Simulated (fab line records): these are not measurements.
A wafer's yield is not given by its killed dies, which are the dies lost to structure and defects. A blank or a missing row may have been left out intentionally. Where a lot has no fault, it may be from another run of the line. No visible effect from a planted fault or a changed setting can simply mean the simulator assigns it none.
fab line records | flow n5-finfet
record lots=4 | wafers=12 | last-day=18
route steps=1938 shown MIM_BOT_LITHO@1856 MIM_BOT_ETCH@1866 PASS1_CAP@1873 TV_LITHO@1875 PASSIVATION@1936
lots that met no fault: from a run of the same line without faults
start-h: hours from the record's opening day to when the first of the lot's shown wafers began | wait-h: hours from the lot's prior step to this one | " the same as in the row above | L1.1+2: one row covering several wafers at once | - either no value or no given start | * or withheld: withheld | < > ~ a bound
route shown NAME@n: a module of which the file shows steps, and the number in the route of the first | usual: mean/standard deviation taken from wafers without a fault | same: alike in all rows | chamber/n: place in a boat | sites: the reading at each site | _std_site: the values' standard deviation | _edge_site: the outer-site mean with the inner-site mean subtracted | radius-mm: how far each site lies from the wafer's centre | mask NAME#n: copy n | behind: the last tool/chamber to shape the wafer | hold: cause of the lot's hold/its duration in hours/its outcome | device: whichever transistor did not switch (one of n, p or np) | end of line: the tests these same wafers got at the end of their route | where a step has no rows: the recipe by itself | killed: dies lost to structure and defects at the first sort, not the wafer's yield | map: per-die view of a wafer (x killed, . not killed, _ where there is no die)
set.NAME: the run value of the setting; set.NAME@STEP: its run value at that earlier step | model.NAME: the simulator's own value behind a step, which no gauge read
lots at selected steps of the route; one table per step, one row per wafer
services: the hour from which a tool's chamber was out of use, counted from the record's first day as start-h (under 0 if before that day), plus the number of hours and why
## steps
# step N5_MIM_BOT_LITHO_EBR_04
# recipe solvent=PGMEA | ebr-width-mm=1.5
# step N5_MIM_BOT_LITHO_SOFTBAKE_03
# recipe temp-c=100 | time-s=90
# step N5_MIM_BOT_LITHO_EXPOSE_05
# recipe mask-id=MIM_BOT | na=0.55 | source-shape=conventional | sigma-outer=0.8 | polarization=unpolarized | dose-mj=24.25
# step N5_MIM_BOT_LITHO_PEB_06
# recipe peb-temp-c=withheld | peb-time-s=*
# step N5_MIM_BOT_LITHO_DEVELOP_07
# recipe develop-time-s=60 | rinse-liquid=diw | dry=air-spin | dev-temp-c=21
# step N5_MIM_BOT_LITHO_HARDBAKE_09
# recipe temp-c=130 | time-s=120
# step N5_MIM_BOT_LITHO_DESCUM_10
# recipe chemistry=O2 | time-s=7.9 | source-power-w=50 | bias-power-w=20 | pressure-mtorr=20 | rf-frequency-hz=2.712e+07 | temp-c=40 | o2-flow-sccm=225
# step N5_MIM_BOT_ETCH_ETCH_04
# recipe chemistry=CF4/O2 | target=SiNx | target-depth-a=260 | time-s=13 | ion-energy-ev=100 | pressure-mtorr=40 | source-w=535 | bias-w=49 | Ar_flow_sccm=100 | cf4-flow-sccm=100 | O2_flow_sccm=10
# step N5_MIM_BOT_ETCH_ETCH_03
# recipe chemistry=Cl2/BCl3 | target-depth-a=120 | pressure-mtorr=8 | icp-w=800 | bias-w=100 | Cl2_flow_sccm=20 | bcl3-flow-sccm=80
# step N5_MIM_BOT_ETCH_ETCH_00
# recipe chemistry=Cl2/BCl3 | target=TiN | target-depth-a=455 | ion-energy-ev=150 | pressure-mtorr=10 | icp-w=1000 | bias-w=126 | Cl2_flow_sccm=53.25 | bcl3-flow-sccm=21.75 | Ar_flow_sccm=25
# usual drypump-motor-current-A=5.8/0.34 | mfc-cl2-sccm=53.24/0.16 | oes_ar_750_au=0.81/0.069 | oes-product-au=0.81/0.072 | throttle-valve-pct=21.92/0.12
lot.wafer | tool         | chamber | start-h | wait-h | drypump-motor-current-A | mfc-cl2-sccm | oes_ar_750_au | oes-product-au | rf-hours-counter-h | throttle-valve-pct
L609.2    | rie-metal-02 | 0       | 280.78  | 0.1    | 6.2                     | 53.12        | 0.91          | 0.90           | 6                  | 21.77
L609.4    | "            | 1       | "       | "      | 5.9                     | 53.34        | 0.96          | 0.99           | -                  | 21.97
L609.6    | "            | 1       | "       | "      | 5.9                     | 53.16        | 0.96          | 0.99           | -                  | 21.95
L624.1    | rie-metal-02 | 0       | 389.70  | 0.1    | 6.2                     | 53.07        | 0.86          | 0.85           | 16                 | 21.78
L624.3    | "            | 1       | "       | "      | 5.8                     | 53.26        | 0.88          | 0.89           | -                  | 21.97
L624.5    | "            | 1       | "       | "      | 5.9                     | 53.23        | 0.88          | 0.91           | -                  | 21.96
L625.1    | rie-metal-02 | 0       | 393.60  | 0.1    | 6.2                     | 53.54        | 0.85          | 0.86           | 16                 | 21.79
L625.3    | "            | 0       | "       | "      | 6.2                     | 53.50        | 0.85          | 0.86           | -                  | 21.78
L625.6    | "            | 1       | "       | "      | 5.8                     | 53.40        | 0.87          | 0.90           | -                  | 21.98
L626.3    | rie-metal-01 | 1       | 424.19  | 0.1    | 5.7                     | 53.36        | 0.73          | 0.73           | -                  | 22.10
L626.4    | "            | 0       | "       | "      | 6.3                     | 53.64        | 0.72          | 0.72           | -                  | 21.80
L626.6    | "            | 0       | "       | "      | 6.3                     | 53.51        | 0.73          | 0.73           | -                  | 21.77
# step N5_MIM_BOT_ETCH_STRIP_01
# recipe chemistry=O2 | power-w=600 | temp-c=60 | pressure-mtorr=30 | rf-frequency-hz=6e+07 | bias-power-w=0 | overash-fraction=0.5 | o2-flow-sccm=225
# step N5_MIM_BOT_ETCH_STRIP_02
# recipe chemistry=post-etch-residue-remover | time-s=1200 | temp-c=72.5
# step N5_MIM_BOT_ETCH_CLEAN_05
# recipe chemistry=IPA | time-s=180 | temp-c=25
# step N5_MIM_BOT_ETCH_SRD_06
# recipe dry=ipa-marangoni | time-s=30 | temp-c=23 | rinse-liquid=diw
# step N5_PASSIVATION_PECVD_55
# recipe material=SiO2 | target-thk-a=4000 | temp-c=400 | precursor=SiH4/N2O | pressure-torr=2.7 | rf-w=608 | time-s=22.5
# step N5_PASSIVATION_PECVD_01
# recipe material=SiNx | target-thk-a=2000 | temp-c=400 | precursor=SiH4/NH3/N2 | pressure-torr=4.9 | rf-w=1406 | time-s=43.2
# step N5_PASSIVATION_HMDS_03
# recipe time-s=60 | temp-c=120
# step N5_PASSIVATION_COAT_04
# recipe spin-rpm=* | resist-thk-nm=*
# step N5_PASSIVATION_EBR_06
# recipe solvent=PGMEA | ebr-width-mm=1.5
# step N5_PASSIVATION_SOFTBAKE_05
# recipe temp-c=100 | time-s=90
# step N5_PASSIVATION_EXPOSE_07
# recipe mask-id=TV | na=0.55 | source-shape=conventional | sigma-outer=0.8 | polarization=unpolarized | defocus-nm=0 | target-cd-nm=3000 | dose-mj=22.75
# step N5_PASSIVATION_PEB_08
# recipe peb-temp-c=withheld | peb-time-s=*
# step N5_PASSIVATION_DEVELOP_09
# recipe develop-time-s=60 | rinse-liquid=diw | dry=air-spin | dev-temp-c=21
# step N5_PASSIVATION_HARDBAKE_11
# recipe temp-c=130 | time-s=120
# step N5_PASSIVATION_INSPECT_61
# recipe mode=adi | inspect-instrument=macro
# usual raw-defect-count=2.2/1.4
lot.wafer | tool              | chamber | start-h | wait-h | raw-defect-count
L609.2    | defect-inspect-01 | -       | 281.87  | 0.0    | 2
L609.4    | "                 | -       | "       | "      | 2
L609.6    | "                 | -       | "       | "      | 0
L624.1    | defect-inspect-01 | -       | 391.06  | 0.0    | 285
L624.3    | "                 | -       | "       | "      | >300
L624.5    | "                 | -       | "       | "      | 295
L625.1    | defect-inspect-02 | -       | 397.65  | 0.0    | >300
L625.3    | "                 | -       | "       | "      | 298
L625.6    | "                 | -       | "       | "      | 259
L626.3    | defect-inspect-02 | -       | 425.39  | 0.0    | 3
L626.4    | "                 | -       | "       | "      | 1
L626.6    | "                 | -       | "       | "      | 2
# step N5_PASSIVATION_DESCUM_12
# recipe chemistry=O2 | time-s=7.9 | source-power-w=50 | bias-power-w=20 | pressure-mtorr=20 | rf-frequency-hz=2.712e+07 | temp-c=40 | o2-flow-sccm=225
# step N5_PASSIVATION_PROBE_49
# usual defect-limited-yield=91.5/1.5 | killed_at_M0_to_M3=33/10 | killed_at_M4_up=15/6.4 | killed-at-contacts=12/5.4 | killed-at-front-end=38/9.8 | killed-at-other=4/3.1 | killed-dies=101/18 | killed-open=67/14 | killed-short=33/7.9 | sort_bin_5_function=5.0/1 | sort_bin_6_memory=3.2/0.67 | sort-n-pass=1079/18 | sort-yield-pct=91.5/1.5
# same gross-dies=1180 | killed-at-back-side=0 | sort_bin_4_leakage[%]=0 | sort_bin_8_speed[%]=0
lot.wafer | tool      | chamber | start-h | wait-h | defect-limited-yield[%] | killed_at_M0_to_M3 | killed_at_M4_up | killed-at-contacts | killed-at-front-end | killed-at-other | killed-dies | killed-open | killed-short | sort_bin_5_function[%] | sort_bin_6_memory[%] | sort-n-pass | sort-yield-pct[%]
L624.1    | prober-02 | -       | 399.40  | 0.0    | 84.3                    | 32                 | 20              | 14                 | 38                  | 81              | 185         | 72          | 35           | 10.6                   | 4.4                  | 995         | 84.3
L624.3    | prober-02 | -       | 399.50  | 0.1    | 84.3                    | 34                 | 11              | 14                 | 30                  | 96              | 185         | 61          | 28           | 10.5                   | 4.0                  | 995         | 84.3
L624.5    | prober-02 | -       | 399.60  | 0.2    | 83.3                    | 35                 | 13              | 26                 | 29                  | 94              | 197         | 65          | 39           | 11.4                   | 3.7                  | 983         | 83.3
L625.1    | prober-02 | -       | 404.45  | 0.0    | 85.0                    | 42                 | 7               | 7                  | 39                  | 82              | 177         | 61          | 34           | 8.7                    | 4.5                  | 1003        | 85.0
L625.3    | prober-02 | -       | 404.55  | 0.1    | 85.8                    | 21                 | 12              | 11                 | 35                  | 89              | 168         | 55          | 33           | 8.5                    | 4.1                  | 1012        | 85.8
L625.6    | prober-02 | -       | 404.70  | 0.3    | 85.1                    | 31                 | 15              | 8                  | 34                  | 88              | 176         | 64          | 26           | 9.6                    | 4.1                  | 1004        | 85.1
# killed by level:class
L624.1 MIM_BOT_ETCH:unspecified=78 FIN_SAQP:geometric-particle:open=12 MOL_CONTACT_COAG:geometric-particle:open=10 BEOL_M1:geometric-particle:open=8 BEOL_M0_SAQP:geometric-particle:short=7 BEOL_M0_SAQP:geometric-particle:open=7 FIN_SAQP:geometric-particle:short=6 STI_FIN_REVEAL:geometric-particle:open=6
L624.3 MIM_BOT_ETCH:unspecified=95 MOL_CONTACT_COAG:geometric-particle:open=11 FIN_SAQP:geometric-particle:short=9 BEOL_M0_SAQP:geometric-particle:short=8 BEOL_M0_SAQP:geometric-particle:open=7 BEOL_M2:geometric-particle:open=6 BEOL_M3:geometric-particle:open=6 FIN_SAQP:geometric-particle:open=5
L624.5 MIM_BOT_ETCH:unspecified=92 MOL_CONTACT_COAG:geometric-particle:open=19 BEOL_M0_SAQP:geometric-particle:open=11 BEOL_M0_SAQP:geometric-particle:short=10 STI_FIN_REVEAL:geometric-particle:open=8 MOL_CONTACT_COAG:geometric-particle:short=7 BEOL_M1:geometric-particle:open=6 BEOL_M4:geometric-particle:short=5
L625.1 MIM_BOT_ETCH:unspecified=79 BEOL_M0_SAQP:geometric-particle:open=8 FIN_SAQP:geometric-particle:open=6 FIN_SAQP:geometric-particle:short=6 STI_FIN_REVEAL:geometric-particle:open=6 MOL_CONTACT_COAG:geometric-particle:open=6 BEOL_M1:geometric-particle:short=6 BEOL_M2:geometric-particle:open=6
L625.3 MIM_BOT_ETCH:unspecified=77 MOL_CONTACT_COAG:geometric-particle:open=11 BEOL_M1:geometric-particle:open=9 STI_FIN_REVEAL:geometric-particle:open=7 GATE_CUT:geometric-particle:short=7 BEOL_M0_SAQP:geometric-particle:short=5 BEOL_M4:geometric-particle:open=5 STI_FIN_REVEAL:geometric-particle:short=3
L625.6 MIM_BOT_ETCH:unspecified=85 BEOL_M1:geometric-particle:open=9 FIN_SAQP:geometric-particle:open=7 FIN_SAQP:geometric-particle:short=6 MOL_CONTACT_COAG:geometric-particle:open=6 BEOL_M0:geometric-particle:open=6 STI_FIN_REVEAL:geometric-particle:open=5 BEOL_M3:geometric-particle:open=5
# map L624.5 (x killed, . not)
_________________..........x.________________
______________...............xx._____________
___________...........x.......x....__________
__________.......x...x......x......._________
________....x.x......................._______
_______...x.x..x..................x...x______
______.................x................_____
_____.....................x.........x....____
____.......x..........x............x......___
___....x.........................x.........__
___.....x.................x..............x.__
__..xx...x.................................._
__xx..x..x..............x..x........x...x..._
_x...xxx.x...x............x.....x..x.........
_.xxxxxxx..x....xx.....x....x................
_xxxxxxxxxxx.x..........xx...................
_.xxxxxxxxxxx............xx...........x......
_xxxxxxxxxx...x..................x...x...xx.x
_xxxxxxxxxx.x....x............x............x.
_xxxxxxxxxx..x..............xx..........x....
_xxxxx.xxxx.x..x........................xx...
__x.xxxxxx.xx.............x.....x...x...x..._
__x.....x.......x..........................x_
___.............x.....x................x...__
___......x.......x..........x..........x...__
____..................x......xx..x........___
_____...x...x.x...xx...x.................____
______............x......x.......xx....._____
_______...................x......x.....______
________..x.......x..x...x....x......._______
__________............x....x........_________
___________.x.....x.......x........__________
______________........x.....x..._____________
_________________......xx....________________
# map L625.1 (x killed, . not)
_________________....x......x________________
______________...x..x.x.......x._____________
___________...............x.x..xxxx__________
__________......x............xxxxxxx_________
________...................xxxxxxxxxxx_______
_______.......................xxxxxxxxx______
______.......x............x.x.xxxxxxxxxx_____
_____x.....x...xx..........x.xxxxxxxxxxxx____
____x....x..x...x..............xxxxxxxx...___
___..........x...............xx.xxxxxxx....__
___.........................x...x.xx..x....__
__.....x....x.......xx......x.....x.x......._
__........x....xx................xx..x..x..._
_.x..x........x..........................x.xx
_............x...................x...x..x....
_..................x..................x.....x
_....x.x.......x...x.xx........x.............
_x....x.....x...........x.................x..
_............................................
_.x........x..x................x......x.....x
_x.x.................x.......................
__.......x..............x..................._
__xx.................x......x.....x......x.._
___.x...................x....x......x......__
___........x...............................__
____.................x...x.x....x.........___
_____..x............x.......x.x...x......____
______.......x.................x........_____
_______...............................x______
________.......x..........x..x...x...._______
__________.........................._________
___________.x.x.....x..............__________
______________.................._____________
_________________............________________
## services
tool         | chamber | start-h | hours | kind
rie-metal-02 | -       | 357.09  | 2.8   | pm
rie-metal-01 | -       | 370.90  | 5.9   | repair
## key
first-sign step=N5_PASSIVATION_INSPECT_61 | reading=raw-defect-count | direction=up | sigmas=99+ | usual=2.2 | struck=>289.5
effect step=N5_PASSIVATION_PROBE_49 | reading=killed-at-other | direction=up | sigmas=27 | usual=4 | struck=88
more-kills-born-at N5_MIM_BOT_ETCH_ETCH_00@rie-metal-02=506
met-at N5_MIM_BOT_ETCH_ETCH_00
struck-wafers L624.1,L624.3,L624.5,L625.1,L625.3,L625.6
onset-between 280.78 389.70
fault kind=chamber-particle-source | tool=rie-metal-02 | chamber=- | onset-h=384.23 | steps=N5_MIM_BOT_ETCH_ETCH_00 | rate-per-visit-cm2=0.45409 | end-h=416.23
